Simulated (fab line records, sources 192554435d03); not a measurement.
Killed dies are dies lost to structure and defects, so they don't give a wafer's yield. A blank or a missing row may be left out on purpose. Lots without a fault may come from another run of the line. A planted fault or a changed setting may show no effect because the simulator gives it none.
Problem report in the 8D (eight disciplines) form, filled by code | flow n5_finfet | the parts of the form that need people (team, actions taken, sign-off) are left out

1. THE PROBLEM
killed_at_M4_up at N5_PASSIVATION_PROBE_49 reads a mean of 82 on 2 wafers of 2 lots; wafers without a fault read 13 with a standard deviation of 5. That is +14 standard deviations from the usual mean.
First seen on wafer L738.1, day 17 06:22, on prober-01. The record holds 9 wafers of 3 lots with a number at this step. Rule for "out", or "out of limits": more than 4 standard deviations from the usual mean. The other wafers with a number count as sound.

2. WHAT IT IS AND WHAT IT IS NOT
question                    | is                                                             | is not
which readings at this step | killed_at_M4_up, killed_dies, sort_bin_5_function, sort_n_pass | killed_at_M0_to_M3, killed_at_contacts, killed_at_front_end, killed_at_other, killed_open, killed_short, sort_bin_4_leakage, sort_bin_6_memory
which lots                  | L738, L740                                                     | L735
which wafers of those lots  | L738.1, L740.5                                                 | L738.2, L738.5, L740.3, L740.4
read on which tools         | prober-01, prober-02                                           | -
when                        | from day 17 06:22                                              | up to then (3 sound wafers); but 4 sound wafers of L738, L740 came after

3. SUSPECTS, AND WHAT RULES EACH OUT
Counting: a tool at a process step up to the reading stays a suspect if it ran every lot that is out. Sound lots after the first of them don't rule it out here, since some wafers of a struck lot are sound.
- rie_diel-05 at N5_BEOL_M14_TRENCH_ETCH_34 (etches SiO2 in C4F8/O2/Ar, target depth 556.65 nm, time 126.9 s): kept. It ran every lot that is out, first L738 (day 16 04:37); its last sound lot up to then is L735 (day 14 23:32).
- Within rie_diel-05 at N5_BEOL_M14_TRENCH_ETCH_34: the wafers that are out ran in chamber 3; their sound lot-mates ran in chambers 0, 2.
Left after counting: rie_diel-05 at N5_BEOL_M14_TRENCH_ETCH_34.

4. THE CAUSE (what the simulator had put in)
Chamber particle source: rie_diel-05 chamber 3, from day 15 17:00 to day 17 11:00, at N5_BEOL_M14_TRENCH_ETCH_34. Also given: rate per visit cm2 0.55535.
Counting left only this tool.

5. THE CHAIN OF EFFECTS, in route order
Each row: a reading whose mean over the struck wafers that have a number lies more than 3 standard deviations from the usual. Only readings for which the record gives a usual standard deviation are gone through. hours: the time from each lot's start at the first step in this table that gives one to its start at this step, as a median over the lots. sigmas: the change in usual standard deviations.
hours | step                    | reading              | usual  | on struck wafers | change | sigmas
0     | N5_PASSIVATION_PROBE_49 | defect_limited_yield | 91.0 % | 84.5             | -6.5   | -4.3
0     | N5_PASSIVATION_PROBE_49 | killed_at_M4_up      | 13     | 82               | +68    | +14
0     | N5_PASSIVATION_PROBE_49 | killed_dies          | 106    | 182              | +76    | +4.5
0     | N5_PASSIVATION_PROBE_49 | killed_on_rim        | 13     | 30               | +17    | +4.0
0     | N5_PASSIVATION_PROBE_49 | sort_bin_5_function  | 5.3 %  | 9.8              | +4.5   | +4.5
0     | N5_PASSIVATION_PROBE_49 | sort_n_pass          | 1074   | 998              | -76    | -4.5
0     | N5_PASSIVATION_PROBE_49 | sort_yield_pct       | 91.0 % | 84.5             | -6.5   | -4.3
The process steps in it:
- N5_PASSIVATION_PROBE_49

6. WHAT WOULD HAVE CAUGHT IT SOONER
In this record the first reading out of limits was taken at day 17 06:22, 37 hours after the fault began at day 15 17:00.
Of the tool readings at N5_BEOL_M14_TRENCH_ETCH_34 for which the record gives a usual standard deviation, none was out on any struck wafer, so an alarm limit of 4 standard deviations on them would not have fired.
All the lots that are out (2) had begun N5_BEOL_M14_TRENCH_ETCH_34 on rie_diel-05 by day 17 06:22. A hold on the tool at that time would have spared none of them.
